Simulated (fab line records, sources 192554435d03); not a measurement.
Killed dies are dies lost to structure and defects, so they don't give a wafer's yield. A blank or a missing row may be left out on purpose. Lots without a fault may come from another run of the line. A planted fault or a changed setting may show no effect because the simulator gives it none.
fab line records | flow n5_finfet
record lots=24 wafers=72 last_day=18
route steps=1938 shown BEOL_M12@1616 BEOL_M13@1715
lots that met no fault: from a run of the same line without faults
start_h: hours from the record's first day to the start of the lot's first wafer shown | wait_h: hours since the lot's step before | " the same as in the row above | L1.1+2: a row that stands for several wafers | - no value, or no start given | * or withheld: withheld | < > ~ a bound
route shown NAME@n: a module of which the file shows steps, and the number in the route of the first | usual: mean/standard deviation of fault-free wafers | same: alike in all rows | chamber/n: place in a boat | sites: the reading at each site | _std_site: their standard deviation | _edge_site: outer sites' mean less inner sites' | radius_mm: how far each site lies from the wafer's centre | mask NAME#n: copy n | behind: the tool/chamber that last shaped the wafer | hold: why the lot was held/for how many hours/how that ended | device: the transistor (n, p or np) that didn't switch | end of line: the same wafers' tests at the end of the route | a step without rows: its recipe alone | killed: dies lost to structure and defects at the first sort, not the wafer's yield | map: a wafer's dies, x killed, . not, _ none there
set.NAME: the setting as run; set.NAME@STEP: as run at that earlier step | model.NAME: the simulator's own value behind a step, which no gauge read
steps of the route over a sample of lots; a table a step, a row a wafer
services: from which hour (start_h, from the record's first day; less than 0 if before it) a tool's chamber was out of use, for how many hours, and why
## steps
# step N5_BEOL_M12_ETCH_59
# recipe chemistry=N2/H2 target=BARC target_depth_a=890 overetch_a=267 time_s=67.9 ion_energy_ev=200 pressure_mtorr=30 source_w=840 bias_w=150 n2_flow_sccm=200 h2_flow_sccm=200
# usual drypump_motor_current_A=5.9/0.41 n2_flow_sccm=200.1/0.56 oes_product_au=0.70/0.084 rf_vpp_V=522.9/2.5 showerhead_plenum_p_Torr=2.50/0.09 throttle_valve_pct=17.78/0.24
# columns lot.wafer tool chamber start_h wait_h drypump_motor_current_A n2_flow_sccm oes_product_au rf_hours_counter_h rf_vpp_V showerhead_plenum_p_Torr throttle_valve_pct
L075.1 rie_diel-02 2 243.93 0.0 5.8 200.3 0.78 13 522.0 2.48 17.68
L075.3 " 1 " " 5.4 200.7 0.61 208 526.7 2.64 17.91
L075.5 " 3 " " 6.0 200.0 0.70 - 522.1 2.45 17.86
L074.2 rie_diel-05 3 244.47 0.0 6.5 199.4 0.59 226 525.2 2.63 18.31
L074.3 " 0 " " 5.7 200.4 0.58 244 525.5 2.60 17.81
L074.6 " 2 " " 5.5 200.4 0.75 - 522.9 2.48 17.48
L076.2 rie_diel-03 3 251.44 0.0 6.0 201.2 0.60 224 524.0 2.53 17.78
L076.3 " 0 " " 6.3 199.6 0.86 3 521.7 2.50 17.60
L076.5 " 2 " " 5.5 200.8 0.81 - 524.3 2.48 17.47
L077.3 rie_diel-02 3 261.94 0.0 6.0 199.6 0.70 78 523.6 2.45 17.86
L077.5 " 0 " " 6.3 200.2 0.62 - 518.6 2.33 18.02
L077.6 " 3 " " 5.9 200.1 0.70 - 521.2 2.45 17.86
L078.2 rie_diel-05 3 270.61 0.0 6.5 199.7 0.59 236 525.3 2.62 18.34
L078.4 " 3 " " 6.5 200.4 0.58 - 525.8 2.63 18.32
L078.6 " 1 " " 5.1 199.8 0.58 - 526.6 2.60 18.12
L080.1 rie_diel-02 2 276.80 0.0 5.8 199.8 0.75 26 523.3 2.47 17.73
L080.3 " 1 " " 5.4 200.4 0.61 219 525.3 2.64 17.92
L080.5 " 2 " " 5.8 200.1 0.76 - 523.2 2.47 17.74
L079.2 rie_diel-03 3 286.84 0.0 5.9 200.7 0.59 233 521.9 2.52 17.78
L079.3 " 2 " " 5.4 201.0 0.78 24 522.7 2.47 17.49
L079.6 " 1 " " 6.4 200.4 0.63 - 521.5 2.53 17.84
L081.1 rie_diel-03 1 288.30 0.0 6.4 200.5 0.63 160 522.9 2.52 17.84
L081.3 " 0 " " 6.3 201.2 0.80 16 521.6 2.49 17.63
L081.6 " 2 " " 5.5 200.1 0.78 - 520.6 2.47 17.50
L083.3 rie_diel-05 2 289.34 0.0 5.5 201.0 0.72 58 523.0 2.47 17.52
L083.4 " 3 " " 6.5 200.4 0.58 - 525.5 2.62 18.35
L083.5 " 0 " " 5.8 199.4 0.83 - 526.6 2.60 17.35
L082.2 rie_diel-05 2 296.43 0.0 5.5 199.7 0.72 62 521.1 2.47 17.53
L082.3 " 1 " " 5.2 200.0 0.85 1 526.6 2.60 17.74
L082.5 " 1 " " 5.1 200.2 0.85 - 525.5 2.60 17.75
L084.1 rie_diel-02 1 309.74 0.0 5.4 199.6 0.60 232 524.9 2.63 17.95
L084.2 " 2 " " 5.8 200.3 0.73 39 522.7 2.47 17.74
L084.4 " 0 " " 6.4 199.4 0.61 192 519.3 2.32 18.06
L085.2 rie_diel-02 0 315.74 0.0 6.4 199.3 0.61 195 516.5 2.32 18.05
L085.3 " 3 " " 6.0 198.9 0.67 98 522.5 2.44 17.89
L085.5 " 1 " " 5.5 200.8 0.60 - 526.1 2.63 17.95
L086.1 rie_diel-02 3 316.01 0.0 5.9 200.3 0.68 98 520.8 2.44 17.91
L086.4 " 1 " " 5.3 201.2 0.59 235 525.4 2.63 17.94
L086.6 " 0 " " 6.3 199.9 0.61 - 516.9 2.32 18.05
L089.4 rie_diel-03 1 323.86 0.0 6.3 200.1 0.63 171 523.8 2.52 17.88
L089.5 " 3 " " 5.9 201.2 0.58 - 522.9 2.52 17.81
L089.6 " 2 " " 5.5 200.0 0.76 - 522.7 2.47 17.51
L088.2 rie_diel-03 0 327.22 0.0 6.3 200.0 0.78 32 522.7 2.48 17.65
L088.5 " 1 " " 6.4 200.2 0.63 - 524.7 2.52 17.84
L088.6 " 2 " " 5.4 200.0 0.77 - 522.1 2.47 17.53
L087.1 rie_diel-02 0 331.85 0.0 6.4 200.3 0.61 202 516.3 2.32 18.06
L087.4 " 3 " " 6.0 200.2 0.66 105 520.4 2.44 17.90
L087.5 " 0 " " 6.4 199.3 0.60 - 517.7 2.32 18.06
L091.1 rie_diel-05 2 333.40 0.0 5.5 200.4 0.71 77 522.9 2.46 17.54
L091.3 " 3 " " 6.5 200.1 0.85 1 525.0 2.62 17.94
L091.5 " 1 " " 5.2 200.8 0.79 - 525.6 2.59 17.75
L090.1 rie_diel-05 2 334.52 0.0 5.5 200.6 0.70 78 521.1 2.46 17.54
L090.2 " 1 " " 5.1 200.6 0.79 18 525.7 2.59 17.75
L090.6 " 0 " " 5.8 199.3 0.80 - 525.1 2.59 17.39
L092.1 rie_diel-05 1 349.92 0.0 5.1 200.6 0.78 25 525.5 2.59 17.76
L092.2 " 3 " " 6.5 200.3 0.81 9 526.4 2.62 17.95
L092.6 " 2 " " 5.5 199.6 0.70 - 522.4 2.46 17.57
L094.1 rie_diel-02 3 350.83 0.0 5.9 199.2 0.66 113 522.1 2.44 17.90
L094.5 " 0 " " 6.4 200.1 0.61 - 517.4 2.32 18.06
L094.6 " 3 " " 6.0 199.1 0.66 - 521.5 2.44 17.94
L093.1 rie_diel-02 0 351.73 0.0 6.4 199.9 0.60 208 516.6 2.31 18.07
L093.4 " 0 " " 6.3 199.8 0.60 - 518.5 2.32 18.07
L093.5 " 2 " " 5.8 199.4 0.72 - 523.2 2.46 17.78
L095.1 rie_diel-03 0 372.62 0.0 6.3 200.2 0.76 48 522.2 2.48 17.69
L095.2 " 2 " " 5.5 200.4 0.74 56 522.2 2.46 17.55
L095.4 " 2 " " 5.5 199.8 0.75 - 521.3 2.46 17.56
L096.2 rie_diel-05 0 373.06 0.0 5.8 200.0 0.76 38 525.9 2.58 17.41
L096.3 " 1 " " 5.2 200.9 0.76 33 525.1 2.59 17.79
L096.5 " 0 " " 5.8 201.3 0.77 - 524.9 2.58 17.40
L097.1 rie_diel-05 3 388.34 0.0 6.5 199.3 0.78 22 525.3 2.61 17.99
L097.3 " 2 " " 5.5 199.5 0.69 97 521.4 2.45 17.59
L097.5 " 2 " " 5.5 199.3 0.69 - 522.8 2.45 17.59
# step N5_BEOL_M12_VIA_ETCH_16
# recipe chemistry=C4F8/O2/Ar target=SiOC pressure_mtorr=30 source_w=3000 bias_w=700 Ar_flow_sccm=400 C4F8_flow_sccm=15 O2_flow_sccm=8 he_inner_torr=15 he_outer_torr=30 target_depth_a=7248 time_s=withheld ion_energy_ev=250 ends=cleared
# usual drypump_motor_current_A=5.9/0.41 he_outer_torr=30.00/0.057 oes_product_au=0.74/0.093 rf_vpp_V=664/3.1 showerhead_plenum_p_Torr=3.37/0.11 throttle_valve_pct=24.13/0.22
# columns lot.wafer tool chamber start_h wait_h drypump_motor_current_A he_outer_torr oes_product_au rf_vpp_V showerhead_plenum_p_Torr throttle_valve_pct
L075.1 rie_diel-02 2 243.99 0.0 5.8 29.98 0.83 664 3.35 24.07
L075.3 " 1 " " 5.4 30.02 0.64 669 3.55 24.18
L075.5 " 3 " " 5.9 30.00 0.74 663 3.30 24.24
L074.2 rie_diel-05 3 244.53 0.0 6.5 30.02 0.63 668 3.52 24.54
L074.3 " 0 " " 5.7 30.02 0.61 667 3.50 24.06
L074.6 " 2 " " 5.5 29.97 0.78 664 3.34 23.89
L076.2 rie_diel-03 3 251.49 0.0 5.9 29.95 0.63 666 3.39 24.00
L076.3 " 0 " " 6.3 29.89 0.91 662 3.34 23.91
L076.5 " 2 " " 5.4 29.96 0.86 664 3.35 23.87
L077.3 rie_diel-02 3 261.99 0.0 6.0 29.91 0.73 662 3.30 24.23
L077.5 " 0 " " 6.4 30.00 0.65 658 3.15 24.35
L077.6 " 3 " " 6.0 29.96 0.73 662 3.30 24.24
L078.2 rie_diel-05 3 270.66 0.0 6.5 29.99 0.61 667 3.51 24.55
L078.4 " 3 " " 6.5 30.00 0.62 670 3.51 24.53
L078.6 " 1 " " 5.2 30.01 0.60 668 3.50 24.49
L080.1 rie_diel-02 2 276.85 0.0 5.8 30.04 0.80 662 3.34 24.09
L080.3 " 1 " " 5.4 30.04 0.64 670 3.55 24.20
L080.5 " 2 " " 5.8 29.99 0.80 663 3.34 24.10
L079.2 rie_diel-03 3 286.89 0.0 5.9 30.04 0.63 662 3.39 23.99
L079.3 " 2 " " 5.5 30.01 0.85 663 3.35 23.89
L079.6 " 1 " " 6.4 30.00 0.67 666 3.43 24.34
L081.1 rie_diel-03 1 288.36 0.0 6.4 29.91 0.67 665 3.43 24.35
L081.3 " 0 " " 6.3 29.98 0.86 664 3.33 23.93
L081.6 " 2 " " 5.4 29.96 0.84 663 3.35 23.88
L083.3 rie_diel-05 2 289.40 0.0 5.5 30.02 0.78 663 3.33 23.93
L083.4 " 3 " " 6.5 30.14 0.61 668 3.51 24.56
L083.5 " 0 " " 5.8 29.95 0.89 666 3.49 23.71
L082.2 rie_diel-05 2 296.49 0.0 5.5 30.04 0.76 663 3.33 23.95
L082.3 " 1 " " 5.2 29.96 0.91 667 3.50 24.22
L082.5 " 1 " " 5.2 29.97 0.89 667 3.50 24.21
L084.1 rie_diel-02 1 309.80 0.0 5.4 29.93 0.62 667 3.54 24.22
L084.2 " 2 " " 5.8 30.11 0.79 663 3.34 24.12
L084.4 " 0 " " 6.4 29.97 0.64 658 3.14 24.37
L085.2 rie_diel-02 0 315.80 0.0 6.4 30.08 0.64 658 3.14 24.37
L085.3 " 3 " " 6.0 29.92 0.71 664 3.29 24.28
L085.5 " 1 " " 5.4 30.00 0.62 669 3.54 24.20
L086.1 rie_diel-02 3 316.06 0.0 6.0 30.01 0.71 662 3.29 24.28
L086.4 " 1 " " 5.4 30.00 0.61 668 3.54 24.22
L086.6 " 0 " " 6.3 30.09 0.64 659 3.14 24.38
L089.4 rie_diel-03 1 323.91 0.0 6.4 29.92 0.67 666 3.42 24.37
L089.5 " 3 " " 5.9 29.99 0.63 664 3.38 24.02
L089.6 " 2 " " 5.5 29.90 0.81 664 3.34 23.92
L088.2 rie_diel-03 0 327.27 0.0 6.3 29.97 0.84 664 3.33 23.95
L088.5 " 1 " " 6.3 29.99 0.67 666 3.42 24.35
L088.6 " 2 " " 5.5 30.04 0.82 664 3.34 23.91
L087.1 rie_diel-02 0 331.90 0.0 6.4 29.96 0.64 656 3.14 24.39
L087.4 " 3 " " 6.0 30.05 0.71 661 3.29 24.27
L087.5 " 0 " " 6.4 29.90 0.65 658 3.14 24.38
L091.1 rie_diel-05 2 333.45 0.0 5.5 30.06 0.75 664 3.32 23.95
L091.3 " 3 " " 6.5 30.00 0.90 667 3.51 24.27
L091.5 " 1 " " 5.2 30.03 0.85 667 3.49 24.23
L090.1 rie_diel-05 2 334.57 0.0 5.5 30.03 0.75 663 3.32 23.95
L090.2 " 1 " " 5.1 30.09 0.84 667 3.49 24.24
L090.6 " 0 " " 5.8 29.91 0.84 668 3.48 23.74
L092.1 rie_diel-05 1 349.97 0.0 5.1 30.04 0.83 667 3.49 24.24
L092.2 " 3 " " 6.5 29.99 0.87 669 3.50 24.28
L092.6 " 2 " " 5.5 29.99 0.74 662 3.32 23.96
L094.1 rie_diel-02 3 350.88 0.0 6.0 30.00 0.70 663 3.28 24.29
L094.5 " 0 " " 6.4 30.02 0.63 657 3.13 24.39
L094.6 " 3 " " 6.0 29.96 0.69 664 3.28 24.27
L093.1 rie_diel-02 0 351.78 0.0 6.4 30.07 0.63 657 3.13 24.39
L093.4 " 0 " " 6.4 30.00 0.64 658 3.13 24.39
L093.5 " 2 " " 5.8 29.95 0.76 662 3.33 24.13
L095.1 rie_diel-03 0 372.68 0.0 6.3 30.03 0.81 663 3.32 23.96
L095.2 " 2 " " 5.5 30.05 0.79 664 3.33 23.92
L095.4 " 2 " " 5.5 29.94 0.78 663 3.33 23.91
L096.2 rie_diel-05 0 373.11 0.0 5.8 30.04 0.80 666 3.47 23.75
L096.3 " 1 " " 5.2 30.02 0.81 668 3.48 24.24
L096.5 " 0 " " 5.8 30.04 0.82 666 3.47 23.75
L097.1 rie_diel-05 3 388.39 0.0 6.5 30.04 0.83 667 3.49 24.30
L097.3 " 2 " " 5.5 29.97 0.72 662 3.31 23.98
L097.5 " 2 " " 5.5 30.03 0.72 663 3.31 23.98
# step N5_BEOL_M12_CD_MEAS_28
# recipe target_cd_nm=160.2 landing_energy_ev=500 detector=se_inlens polarity=opening
# usual cd_nm=159.8/1.2
# columns lot.wafer tool chamber start_h wait_h cd_nm
L075.1 cd_sem-02 0 244.84 - 160.8
L075.3 " 0 " " 161.0
L075.5 " 0 " " 160.0
L074.2 cd_sem-01 0 245.39 - 160.2
L074.3 " 0 " " 161.1
L074.6 " 0 " " 158.0
L076.2 cd_sem-02 0 252.35 - 159.4
L076.3 " 0 " " 160.6
L076.5 " 0 " " 159.5
L077.3 cd_sem-01 0 264.21 - 160.3
L077.5 " 0 " " 158.8
L077.6 " 0 " " 159.7
L078.2 cd_sem-02 0 271.53 - 160.9
L078.4 " 0 " " 160.6
L078.6 " 0 " " 160.1
L080.1 cd_sem-03 0 277.72 - 160.8
L080.3 " 0 " " 161.1
L080.5 " 0 " " 159.3
L079.2 cd_sem-02 0 287.64 - 158.6
L079.3 " 0 " " 158.7
L079.6 " 0 " " 159.8
L081.1 cd_sem-02 0 289.09 - 156.1
L081.3 " 0 " " 159.7
L081.6 " 0 " " 158.6
L083.3 cd_sem-03 0 290.49 - 158.0
L083.4 " 0 " " 160.3
L083.5 " 0 " " 156.3
L082.2 cd_sem-01 0 297.90 - 159.1
L082.3 " 0 " " 158.4
L082.5 " 0 " " 159.8
L084.1 cd_sem-02 0 310.66 - 160.7
L084.2 " 0 " " 160.1
L084.4 " 0 " " 160.4
L085.2 cd_sem-01 0 316.73 - 158.4
L085.3 " 0 " " 160.0
L085.5 " 0 " " 157.9
L086.1 cd_sem-03 0 317.08 - 159.2
L086.4 " 0 " " 157.1
L086.6 " 0 " " 159.2
L089.4 cd_sem-01 0 324.65 - 160.2
L089.5 " 0 " " 160.9
L089.6 " 0 " " 159.5
L088.2 cd_sem-02 0 328.13 - 160.6
L088.5 " 0 " " 161.3
L088.6 " 0 " " 161.1
L087.1 cd_sem-02 0 332.64 - 160.2
L087.4 " 0 " " 160.1
L087.5 " 0 " " 160.5
L091.1 cd_sem-01 0 334.18 - 160.7
L091.3 " 0 " " 158.5
L091.5 " 0 " " 160.3
L090.1 cd_sem-03 0 335.30 - 161.3
L090.2 " 0 " " 160.5
L090.6 " 0 " " 160.7
L092.1 cd_sem-02 0 350.71 - 158.7
L092.2 " 0 " " 161.5
L092.6 " 0 " " 159.4
L094.1 cd_sem-01 0 351.74 - 161.0
L094.5 " 0 " " 162.0
L094.6 " 0 " " 161.2
L093.1 cd_sem-03 0 352.52 - 158.5
L093.4 " 0 " " 159.2
L093.5 " 0 " " 159.3
L095.1 cd_sem-03 0 373.41 - 159.8
L095.2 " 0 " " 160.4
L095.4 " 0 " " 158.2
L096.2 cd_sem-01 0 374.12 - 158.9
L096.3 " 0 " " 158.7
L096.5 " 0 " " 159.7
L097.1 cd_sem-01 0 389.13 - 161.1
L097.3 " 0 " " 160.7
L097.5 " 0 " " 161.2
# step N5_BEOL_M12_STRIP_37
# recipe chemistry=N2/H2 power_w=1000 temp_c=250 h2_frac=0.65 overash_fraction=0.3 pressure_mtorr=withheld n2_flow_sccm=1750 h2_flow_sccm=3250
# usual drypump_motor_current_A=5.66/0.28 heater_power_w=323/28 n2_flow_sccm=1750/5.6 oes_product_au=0.791/0.0098
# columns lot.wafer tool chamber start_h wait_h drypump_motor_current_A heater_power_w n2_flow_sccm oes_product_au rf_hours_counter_h
L075.1 plasma_asher-02 1 245.63 0.0 5.34 364 1751 0.795 70
L075.3 " 1 " " 5.35 365 1746 0.783 -
L075.5 " 1 " " 5.34 360 1743 0.789 -
L074.2 plasma_asher-01 1 246.23 0.0 6.05 285 1752 0.803 103
L074.3 " 0 " " 5.73 313 1745 0.765 -
L074.6 " 0 " " 5.74 313 1749 0.786 -
L076.2 plasma_asher-02 1 253.04 0.0 5.35 364 1747 0.776 71
L076.3 " 0 " " 5.36 344 1748 0.792 -
L076.5 " 1 " " 5.35 370 1737 0.810 -
L077.3 plasma_asher-01 0 266.79 2.0 5.70 309 1756 0.800 -
L077.5 " 0 " " 5.76 311 1753 0.796 -
L077.6 " 1 " " 6.01 298 1753 0.783 -
L078.2 plasma_asher-02 0 272.17 0.0 5.35 350 1745 0.811 74
L078.4 " 1 " " 5.37 354 1757 0.790 -
L078.6 " 0 " " 5.36 355 1755 0.807 -
L080.1 plasma_asher-02 0 278.39 0.0 5.37 342 1757 0.801 75
L080.3 " 1 " " 5.36 363 1755 0.777 -
L080.5 " 1 " " 5.36 360 1754 0.778 -
L079.2 plasma_asher-01 0 288.28 0.0 5.72 303 1742 0.803 111
L079.3 " 1 " " 6.03 294 1749 0.801 -
L079.6 " 1 " " 6.04 290 1748 0.784 -
L081.1 plasma_asher-01 0 290.07 0.4 5.72 306 1760 0.784 112
L081.3 " 1 " " 6.00 292 1750 0.802 -
L081.6 " 1 " " 6.02 297 1753 0.788 -
L083.3 plasma_asher-01 1 291.18 0.1 6.05 297 1748 0.807 -
L083.4 " 0 " " 5.73 314 1750 0.777 -
L083.5 " 1 " " 6.11 283 1750 0.800 -
L082.2 plasma_asher-01 1 298.54 0.0 6.05 294 1748 0.796 117
L082.3 " 1 " " 6.04 285 1753 0.782 -
L082.5 " 1 " " 6.03 292 1740 0.794 -
L084.1 plasma_asher-01 1 311.47 0.1 6.01 291 1748 0.795 121
L084.2 " 0 " " 5.72 313 1751 0.778 121
L084.4 " 1 " " 6.01 288 1747 0.800 -
L085.2 plasma_asher-01 0 317.37 0.0 5.69 311 1752 0.783 123
L085.3 " 1 " " 6.03 297 1755 0.798 -
L085.5 " 1 " " 6.04 296 1761 0.798 -
L086.1 plasma_asher-01 1 317.88 0.0 6.06 288 1752 0.778 123
L086.4 " 0 " " 5.74 317 1744 0.788 -
L086.6 " 1 " " 6.02 295 1752 0.781 -
L089.4 plasma_asher-02 0 325.76 0.1 5.37 345 1746 0.785 -
L089.5 " 1 " " 5.34 356 1751 0.794 -
L089.6 " 0 " " 5.37 344 1742 0.798 -
L088.2 plasma_asher-02 0 328.77 0.0 5.37 347 1748 0.786 80
L088.5 " 1 " " 5.32 365 1742 0.781 -
L088.6 " 0 " " 5.34 356 1748 0.784 -
L087.1 plasma_asher-02 0 333.29 0.0 5.34 347 1760 0.786 81
L087.4 " 0 " " 5.36 358 1769 0.803 -
L087.5 " 0 " " 5.37 344 1758 0.793 -
L091.1 plasma_asher-02 0 334.88 0.1 5.36 346 1752 0.788 82
L091.3 " 0 " " 5.36 350 1746 0.784 -
L091.5 " 0 " " 5.37 348 1748 0.803 -
L090.1 plasma_asher-01 0 336.02 0.0 5.73 312 1760 0.795 128
L090.2 " 1 " " 6.07 289 1749 0.791 128
L090.6 " 1 " " 6.02 299 1747 0.795 -
L092.1 plasma_asher-01 1 351.35 0.0 6.08 291 1753 0.782 130
L092.2 " 0 " " 5.73 310 1745 0.792 130
L092.6 " 1 " " 5.99 298 1749 0.780 -
L094.1 plasma_asher-02 1 352.38 0.0 5.35 362 1756 0.775 86
L094.5 " 0 " " 5.36 343 1746 0.774 -
L094.6 " 1 " " 5.36 357 1753 0.798 -
L093.1 plasma_asher-02 0 353.16 0.0 5.36 351 1749 0.790 86
L093.4 " 1 " " 5.35 363 1752 0.793 -
L093.5 " 1 " " 5.35 358 1752 0.799 -
L095.1 plasma_asher-01 0 374.05 0.0 5.74 312 1746 0.794 138
L095.2 " 1 " " 6.01 287 1741 0.814 138
L095.4 " 1 " " 6.02 292 1746 0.799 -
L096.2 plasma_asher-01 1 374.98 0.0 6.03 288 1747 0.781 138
L096.3 " 0 " " 5.75 308 1741 0.784 -
L096.5 " 0 " " 5.69 313 1749 0.786 -
L097.1 plasma_asher-01 1 390.18 0.0 6.03 296 1756 0.794 143
L097.3 " 0 " " 5.80 308 1750 0.795 -
L097.5 " 1 " " 6.05 288 1748 0.803 -
# step N5_BEOL_M12_SPUTTER_43
# recipe material=TaN target_thk_a=150 temp_c=50 bias_v=168.6 power_w=15000 chamber_pressure_pa=0.12 time_s=24.19
# usual substrate_temp_c=50.02/0.11 throttle_valve_pct=29.9/1.2
# columns lot.wafer tool chamber start_h wait_h substrate_temp_c throttle_valve_pct
L075.1 pvd_sputter-03 - 248.52 0.0 50.04 29.3
L075.3 " - " " 50.01 28.1
L075.5 " - " " 49.95 28.1
L074.2 pvd_sputter-03 - 249.24 0.0 50.13 29.1
L074.3 " - " " 50.00 28.4
L074.6 " - " " 50.06 30.9
L076.2 pvd_sputter-02 - 259.76 0.0 49.92 28.4
L076.3 " - " " 50.09 31.2
L076.5 " - " " 50.07 29.7
L077.3 pvd_sputter-01 - 270.16 0.0 50.05 31.2
L077.5 " - " " 50.09 30.3
L077.6 " - " " 50.06 29.9
L078.2 pvd_sputter-03 - 275.33 0.0 50.05 28.2
L078.4 " - " " 50.08 29.1
L078.6 " - " " 50.15 30.8
L080.1 pvd_sputter-02 - 279.20 0.0 49.85 28.3
L080.3 " - " " 50.25 29.5
L080.5 " - " " 50.01 28.3
L079.2 pvd_sputter-01 - 291.95 0.0 49.91 27.7
L079.3 " - " " 50.14 30.5
L079.6 " - " " 49.96 27.8
L081.1 pvd_sputter-02 - 293.49 0.0 49.94 28.4
L081.3 " - " " 49.99 31.1
L081.6 " - " " 50.10 31.0
L083.3 pvd_sputter-02 - 294.29 0.0 50.15 28.1
L083.4 " - " " 50.17 31.0
L083.5 " - " " 50.09 31.1
L082.2 pvd_sputter-01 - 303.28 0.0 50.07 31.5
L082.3 " - " " 50.04 29.9
L082.5 " - " " 50.18 29.7
L084.1 pvd_sputter-01 - 313.34 0.0 50.34 30.4
L084.2 " - " " 49.83 30.0
L084.4 " - " " 50.16 31.3
L085.2 pvd_sputter-02 - 317.98 0.0 49.87 31.0
L085.3 " - " " 50.08 28.5
L085.5 " - " " 49.85 28.4
L086.1 pvd_sputter-01 - 321.19 0.0 50.06 29.8
L086.4 " - " " 49.97 28.1
L086.6 " - " " 49.88 29.8
L089.4 pvd_sputter-02 - 329.80 0.0 49.89 29.6
L089.5 " - " " 50.01 28.3
L089.6 " - " " 50.11 29.5
L088.2 pvd_sputter-02 - 330.12 0.0 49.91 31.3
L088.5 " - " " 49.96 31.3
L088.6 " - " " 50.11 28.6
L087.1 pvd_sputter-01 - 335.48 0.0 49.96 29.9
L087.4 " - " " 49.81 30.4
L087.5 " - " " 50.01 28.2
L091.1 pvd_sputter-02 - 335.61 0.0 50.16 31.2
L091.3 " - " " 49.92 28.6
L091.5 " - " " 50.13 28.3
L090.1 pvd_sputter-03 - 337.42 0.0 50.16 30.5
L090.2 " - " " 49.97 31.0
L090.6 " - " " 50.07 30.7
L092.1 pvd_sputter-01 - 358.01 0.0 49.92 30.5
L092.2 " - " " 49.95 27.8
L092.6 " - " " 50.04 30.4
L094.1 pvd_sputter-01 - 358.51 0.0 50.09 30.1
L094.5 " - " " 50.04 28.2
L094.6 " - " " 49.89 31.4
L093.1 pvd_sputter-01 - 358.91 0.0 50.01 29.9
L093.4 " - " " 50.12 31.4
L093.5 " - " " 50.23 31.2
L095.1 pvd_sputter-03 - 376.11 0.0 50.11 29.2
L095.2 " - " " 50.07 31.2
L095.4 " - " " 50.01 28.3
L096.2 pvd_sputter-02 - 376.11 0.0 50.02 31.1
L096.3 " - " " 50.01 31.1
L096.5 " - " " 49.99 31.3
L097.1 pvd_sputter-02 - 392.30 0.0 49.94 29.6
L097.3 " - " " 49.94 28.3
L097.5 " - " " 49.97 28.3
# step N5_BEOL_M13_INSPECT_55
# recipe inspect_instrument=darkfield mode=post_dep
# usual raw_defect_count=71/22
# columns lot.wafer tool chamber start_h wait_h raw_defect_count
L075.1 defect_inspect-01 - 254.98 0.0 10
L075.3 " - " " 34
L075.5 " - " " 60
L074.2 defect_inspect-02 - 255.25 0.0 79
L074.3 " - " " 94
L074.6 " - " " 69
L076.2 defect_inspect-02 - 268.27 0.0 49
L076.3 " - " " 77
L076.5 " - " " 61
L077.3 defect_inspect-02 - 276.87 0.0 29
L077.5 " - " " 104
L077.6 " - " " 91
L078.2 defect_inspect-02 - 281.37 0.0 75
L078.4 " - " " 45
L078.6 " - " " 52
L080.1 defect_inspect-02 - 285.85 0.0 86
L080.3 " - " " 97
L080.5 " - " " 72
L079.2 defect_inspect-02 - 298.56 0.0 99
L079.3 " - " " 95
L079.6 " - " " 108
L081.1 defect_inspect-02 - 299.46 0.0 62
L081.3 " - " " 71
L081.6 " - " " 38
L083.3 defect_inspect-01 - 305.75 0.0 62
L083.4 " - " " 67
L083.5 " - " " 113
L082.2 defect_inspect-02 - 309.49 0.0 92
L082.3 " - " " 71
L082.5 " - " " 69
L084.1 defect_inspect-01 - 321.09 0.0 70
L084.2 " - " " 75
L084.4 " - " " 41
L085.2 defect_inspect-02 - 324.03 0.0 91
L085.3 " - " " 94
L085.5 " - " " 65
L086.1 defect_inspect-02 - 327.51 0.0 57
L086.4 " - " " 55
L086.6 " - " " 86
L089.4 defect_inspect-02 - 341.56 0.0 39
L089.5 " - " " 60
L089.6 " - " " 59
L088.2 defect_inspect-02 - 342.11 0.0 59
L088.5 " - " " 102
L088.6 " - " " 64
L087.1 defect_inspect-01 - 342.38 0.0 89
L087.4 " - " " 44
L087.5 " - " " 62
L091.1 defect_inspect-01 - 343.34 0.0 56
L091.3 " - " " 82
L091.5 " - " " 46
L090.1 defect_inspect-01 - 343.76 0.0 36
L090.2 " - " " 37
L090.6 " - " " 37
L092.1 defect_inspect-02 - 364.60 0.0 74
L092.2 " - " " 84
L092.6 " - " " 68
L094.1 defect_inspect-02 - 368.88 0.0 98
L094.5 " - " " 94
L094.6 " - " " 90
L093.1 defect_inspect-02 - 370.24 0.0 82
L093.4 " - " " 94
L093.5 " - " " 86
L096.2 defect_inspect-01 - 384.75 0.0 52
L096.3 " - " " 70
L096.5 " - " " 65
L095.1 defect_inspect-01 - 385.45 0.0 130
L095.2 " - " " 85
L095.4 " - " " 51
L097.1 defect_inspect-01 - 399.28 0.0 30
L097.3 " - " " 81
L097.5 " - " " 54
## services
# columns tool chamber start_h hours kind
rie_diel-05 3 253.97 1.8 repair
pvd_sputter-03 - 254.06 7.5 repair
rie_diel-05 0 257.65 - clean
rie_diel-05 0 257.65 - consumable_replace:focus_ring
rie_diel-02 1 259.41 3.0 repair
plasma_asher-02 - 264.42 4.5 repair
rie_diel-02 0 272.35 6.4 repair
rie_diel-03 3 272.91 8.3 repair
rie_diel-05 1 279.73 - clean
rie_diel-05 1 279.73 - consumable_replace:focus_ring
plasma_asher-02 - 285.72 15.6 pm
rie_diel-03 2 308.08 2.5 repair
rie_diel-03 3 308.34 5.9 repair
plasma_asher-02 - 310.10 2.7 repair
plasma_asher-02 - 314.53 4.3 repair
rie_diel-03 1 314.59 8.3 repair
rie_diel-05 2 335.38 4.5 repair
rie_diel-02 1 349.06 28.8 repair
pvd_sputter-01 - 351.60 5.5 repair
rie_diel-03 1 370.41 3.2 repair
rie_diel-03 3 376.39 2.1 repair
rie_diel-03 0 382.97 3.4 repair
rie_diel-03 1 385.29 21.7 repair
rie_diel-05 1 385.92 10.7 repair
## key
fault none
